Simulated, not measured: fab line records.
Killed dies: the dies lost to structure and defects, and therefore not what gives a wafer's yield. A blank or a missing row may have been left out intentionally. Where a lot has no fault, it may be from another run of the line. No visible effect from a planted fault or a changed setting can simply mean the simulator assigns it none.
Split-lot experiment :: flow n5 finfet :: 39 wafers read from 7 lots, route of 1938 steps

THE SPLIT
At N5_BEOL_M4_ETCH_64 (etches SOC in N2/H2, target depth 75 nm, overetch 22.5 nm, time 121.9 s), the setting target depth a was moved away from the recipe's 750 angstrom on 9 of the 39 wafers read, by -37.9% to +56.9%. All remaining wafers had this setting at the recipe value.

Reading taken at the split's own step.

THE READING
SiARC_of_BEOL_M4_COAT_62.thk nm (the simulator's own value, which no gauge read), in nm, at N5_BEOL_M4_ETCH_64 (etches SOC in N2/H2, target depth 75 nm, overetch 22.5 nm, time 121.9 s). No usual value for it is given in the file. Across the 30 wafers here that went through the recipe, the average is 6.3 nm and the standard deviation 0.2 nm.

wafer: L075.1
tool, chamber at the split: rie diel-02, 1
target depth a as run, angstrom: 750
against the recipe: recipe
SiARC_of_BEOL_M4_COAT_62.thk nm, nm: 6.2
against lot-mates on the recipe: -

wafer: L075.2
tool, chamber at the split: rie diel-02, 2,3
target depth a as run, angstrom: 750
against the recipe: recipe
SiARC_of_BEOL_M4_COAT_62.thk nm, nm: 6.4
against lot-mates on the recipe: -

wafer: L075.4
tool, chamber at the split: rie diel-02, 2,3
target depth a as run, angstrom: 750
against the recipe: recipe
SiARC_of_BEOL_M4_COAT_62.thk nm, nm: 6.4
against lot-mates on the recipe: -

wafer: L075.3
tool, chamber at the split: rie diel-02, 0
target depth a as run, angstrom: 1177
against the recipe: +56.9%
SiARC_of_BEOL_M4_COAT_62.thk nm, nm: 3.6
against lot-mates on the recipe: -2.7

wafer: L075.5
tool, chamber at the split: rie diel-02, 2
target depth a as run, angstrom: 1177
against the recipe: +56.9%
SiARC_of_BEOL_M4_COAT_62.thk nm, nm: 3.8
against lot-mates on the recipe: -2.5

wafer: L075.6
tool, chamber at the split: rie diel-02, 3
target depth a as run, angstrom: 1177
against the recipe: +56.9%
SiARC_of_BEOL_M4_COAT_62.thk nm, nm: 4
against lot-mates on the recipe: -2.3

wafer: L080.2
tool, chamber at the split: rie diel-05, 3,1
target depth a as run, angstrom: 750
against the recipe: recipe
SiARC_of_BEOL_M4_COAT_62.thk nm, nm: 6.4
against lot-mates on the recipe: -

wafer: L080.6
tool, chamber at the split: rie diel-05, 3,1
target depth a as run, angstrom: 750
against the recipe: recipe
SiARC_of_BEOL_M4_COAT_62.thk nm, nm: 6.4
against lot-mates on the recipe: -

wafer: L080.5
tool, chamber at the split: rie diel-05, 0
target depth a as run, angstrom: 750
against the recipe: recipe
SiARC_of_BEOL_M4_COAT_62.thk nm, nm: 6.6
against lot-mates on the recipe: -

wafer: L084.1
tool, chamber at the split: rie diel-02, 0
target depth a as run, angstrom: 750
against the recipe: recipe
SiARC_of_BEOL_M4_COAT_62.thk nm, nm: 6
against lot-mates on the recipe: -

wafer: L084.2
tool, chamber at the split: rie diel-02, 1,2,1,2
target depth a as run, angstrom: 750
against the recipe: recipe
SiARC_of_BEOL_M4_COAT_62.thk nm, nm: 6.2
against lot-mates on the recipe: -

wafer: L084.3
tool, chamber at the split: rie diel-02, 1,2,1,2
target depth a as run, angstrom: 750
against the recipe: recipe
SiARC_of_BEOL_M4_COAT_62.thk nm, nm: 6.2
against lot-mates on the recipe: -

wafer: L084.5
tool, chamber at the split: rie diel-02, 1,2,1,2
target depth a as run, angstrom: 750
against the recipe: recipe
SiARC_of_BEOL_M4_COAT_62.thk nm, nm: 6.2
against lot-mates on the recipe: -

wafer: L084.6
tool, chamber at the split: rie diel-02, 1,2,1,2
target depth a as run, angstrom: 750
against the recipe: recipe
SiARC_of_BEOL_M4_COAT_62.thk nm, nm: 6.2
against lot-mates on the recipe: -

wafer: L084.4
tool, chamber at the split: rie diel-02, 3
target depth a as run, angstrom: 750
against the recipe: recipe
SiARC_of_BEOL_M4_COAT_62.thk nm, nm: 6.4
against lot-mates on the recipe: -

wafer: L089.1
tool, chamber at the split: rie diel-05, 0
target depth a as run, angstrom: 750
against the recipe: recipe
SiARC_of_BEOL_M4_COAT_62.thk nm, nm: 6.6
against lot-mates on the recipe: -

wafer: L089.6
tool, chamber at the split: rie diel-05, 0
target depth a as run, angstrom: 750
against the recipe: recipe
SiARC_of_BEOL_M4_COAT_62.thk nm, nm: 6.6
against lot-mates on the recipe: -

wafer: L089.2
tool, chamber at the split: rie diel-05, 1,3,2,3
target depth a as run, angstrom: 750
against the recipe: recipe
SiARC_of_BEOL_M4_COAT_62.thk nm, nm: 6.4
against lot-mates on the recipe: -

wafer: L089.3
tool, chamber at the split: rie diel-05, 1,3,2,3
target depth a as run, angstrom: 750
against the recipe: recipe
SiARC_of_BEOL_M4_COAT_62.thk nm, nm: 6.4
against lot-mates on the recipe: -

wafer: L089.4
tool, chamber at the split: rie diel-05, 1,3,2,3
target depth a as run, angstrom: 750
against the recipe: recipe
SiARC_of_BEOL_M4_COAT_62.thk nm, nm: 6.4
against lot-mates on the recipe: -

wafer: L089.5
tool, chamber at the split: rie diel-05, 1,3,2,3
target depth a as run, angstrom: 750
against the recipe: recipe
SiARC_of_BEOL_M4_COAT_62.thk nm, nm: 6.4
against lot-mates on the recipe: -

wafer: L090.1
tool, chamber at the split: rie diel-06, 2,3,2,3
target depth a as run, angstrom: 750
against the recipe: recipe
SiARC_of_BEOL_M4_COAT_62.thk nm, nm: 6.4
against lot-mates on the recipe: -

wafer: L090.4
tool, chamber at the split: rie diel-06, 2,3,2,3
target depth a as run, angstrom: 750
against the recipe: recipe
SiARC_of_BEOL_M4_COAT_62.thk nm, nm: 6.4
against lot-mates on the recipe: -

wafer: L090.5
tool, chamber at the split: rie diel-06, 2,3,2,3
target depth a as run, angstrom: 750
against the recipe: recipe
SiARC_of_BEOL_M4_COAT_62.thk nm, nm: 6.4
against lot-mates on the recipe: -

wafer: L090.6
tool, chamber at the split: rie diel-06, 2,3,2,3
target depth a as run, angstrom: 750
against the recipe: recipe
SiARC_of_BEOL_M4_COAT_62.thk nm, nm: 6.4
against lot-mates on the recipe: -

wafer: L090.2
tool, chamber at the split: rie diel-06, 0,1
target depth a as run, angstrom: 750
against the recipe: recipe
SiARC_of_BEOL_M4_COAT_62.thk nm, nm: 6
against lot-mates on the recipe: -

wafer: L090.3
tool, chamber at the split: rie diel-06, 0,1
target depth a as run, angstrom: 750
against the recipe: recipe
SiARC_of_BEOL_M4_COAT_62.thk nm, nm: 6
against lot-mates on the recipe: -

wafer: L092.1
tool, chamber at the split: rie diel-06, 0,1,1
target depth a as run, angstrom: 750
against the recipe: recipe
SiARC_of_BEOL_M4_COAT_62.thk nm, nm: 6
against lot-mates on the recipe: -

wafer: L092.2
tool, chamber at the split: rie diel-06, 0,1,1
target depth a as run, angstrom: 750
against the recipe: recipe
SiARC_of_BEOL_M4_COAT_62.thk nm, nm: 6
against lot-mates on the recipe: -

wafer: L092.6
tool, chamber at the split: rie diel-06, 0,1,1
target depth a as run, angstrom: 750
against the recipe: recipe
SiARC_of_BEOL_M4_COAT_62.thk nm, nm: 6
against lot-mates on the recipe: -

wafer: L092.3
tool, chamber at the split: rie diel-06, 3,2
target depth a as run, angstrom: 465.4
against the recipe: -37.9%
SiARC_of_BEOL_M4_COAT_62.thk nm, nm: 8
against lot-mates on the recipe: +2.0

wafer: L092.4
tool, chamber at the split: rie diel-06, 3,2
target depth a as run, angstrom: 465.4
against the recipe: -37.9%
SiARC_of_BEOL_M4_COAT_62.thk nm, nm: 8
against lot-mates on the recipe: +2.0

wafer: L092.5
tool, chamber at the split: rie diel-06, 0
target depth a as run, angstrom: 465.4
against the recipe: -37.9%
SiARC_of_BEOL_M4_COAT_62.thk nm, nm: 7.6
against lot-mates on the recipe: +1.6

wafer: L096.1
tool, chamber at the split: rie diel-06, 3
target depth a as run, angstrom: 1143
against the recipe: +52.4%
SiARC_of_BEOL_M4_COAT_62.thk nm, nm: 4.4
against lot-mates on the recipe: -1.9

wafer: L096.2
tool, chamber at the split: rie diel-06, 1
target depth a as run, angstrom: 750
against the recipe: recipe
SiARC_of_BEOL_M4_COAT_62.thk nm, nm: 6.2
against lot-mates on the recipe: -

wafer: L096.3
tool, chamber at the split: rie diel-06, 0
target depth a as run, angstrom: 750
against the recipe: recipe
SiARC_of_BEOL_M4_COAT_62.thk nm, nm: 6
against lot-mates on the recipe: -

wafer: L096.4
tool, chamber at the split: rie diel-06, 0,1
target depth a as run, angstrom: 1143
against the recipe: +52.4%
SiARC_of_BEOL_M4_COAT_62.thk nm, nm: 3.8
against lot-mates on the recipe: -2.5

wafer: L096.6
tool, chamber at the split: rie diel-06, 0,1
target depth a as run, angstrom: 1143
against the recipe: +52.4%
SiARC_of_BEOL_M4_COAT_62.thk nm, nm: 3.8
against lot-mates on the recipe: -2.5

wafer: L096.5
tool, chamber at the split: rie diel-06, 3
target depth a as run, angstrom: 750
against the recipe: recipe
SiARC_of_BEOL_M4_COAT_62.thk nm, nm: 6.6
against lot-mates on the recipe: -
The file does not say which wafer passed through which chamber wherever a row lists several chambers: such a row stands for several wafers.

FIT RESULTS
A straight line over all 39 wafers: SiARC_of_BEOL_M4_COAT_62.thk nm changes by -0.0432 nm for each +1% of target depth a; r = -0.98; the points scatter about the line by 0.21 nm.
The same after taking each lot's own level away (the mean of its wafers on the recipe; 39 wafers): -0.0452 nm for each +1%; r = -0.99; scatter 0.17 nm.
Per that fit: largest target depth a move, reading shift of 2.6 nm.
From 6.00 to 6.47 nm: that is the span of the lots' own levels, equal to 2.4 times the standard deviation above.
Hence the lot-to-lot level has little effect on the slope; both slopes agree.
Check: -2.52 nm against its lot-mates is what the line predicts for one of the wafers moved furthest among these (+56.9%) when that wafer is left out of the fit. Against them it came out at -2.73 nm.

OTHER SPLITS APPLIED TO THESE WAFERS
These wafers also went through other splits before the reading. Each is held against what the fit with the lots' levels taken away leaves over:
other split on the same wafers: N5_BEOL_M0_SAQP_PECVD_04 time s
wafers away from the commonest value: 12
r with SiARC_of_BEOL_M4_COAT_62.thk nm (lot level and that fit taken away): -0.30

other split on the same wafers: N5_BEOL_M1_TRENCH_ETCH_37 time s
wafers away from the commonest value: 15
r with SiARC_of_BEOL_M4_COAT_62.thk nm (lot level and that fit taken away): -0.08

THE WHOLE CHAIN: every reading that the file lists as answering this split, in the file's order
step: N5_BEOL_M4_ETCH_64
what it does: etches SOC in N2/H2, target depth 75 nm, overetch 22.5 nm, time 121.9 s
reading: SiARC_of_BEOL_M4_COAT_62.thk nm (the simulator's own value, which no gauge read)
change (the file's fit): -0.0449 nm for each +1% of the setting
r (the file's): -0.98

step: N5_BEOL_M4_HM_OPEN_17
what it does: chemistry Cl2/BCl3, target TiN, target depth 20 nm, overetch 6 nm
reading: etch.depth nm (the simulator's own value, which no gauge read)
change (the file's fit): not straight: 19.72 at the lowest setting, 20.13 at the recipe, 14.97 at the highest
r (the file's): not given

THE FILE'S OWN FIT
SiARC_of_BEOL_M4_COAT_62.thk nm changes by -0.0449 nm for each +1% of target depth a, r = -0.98.
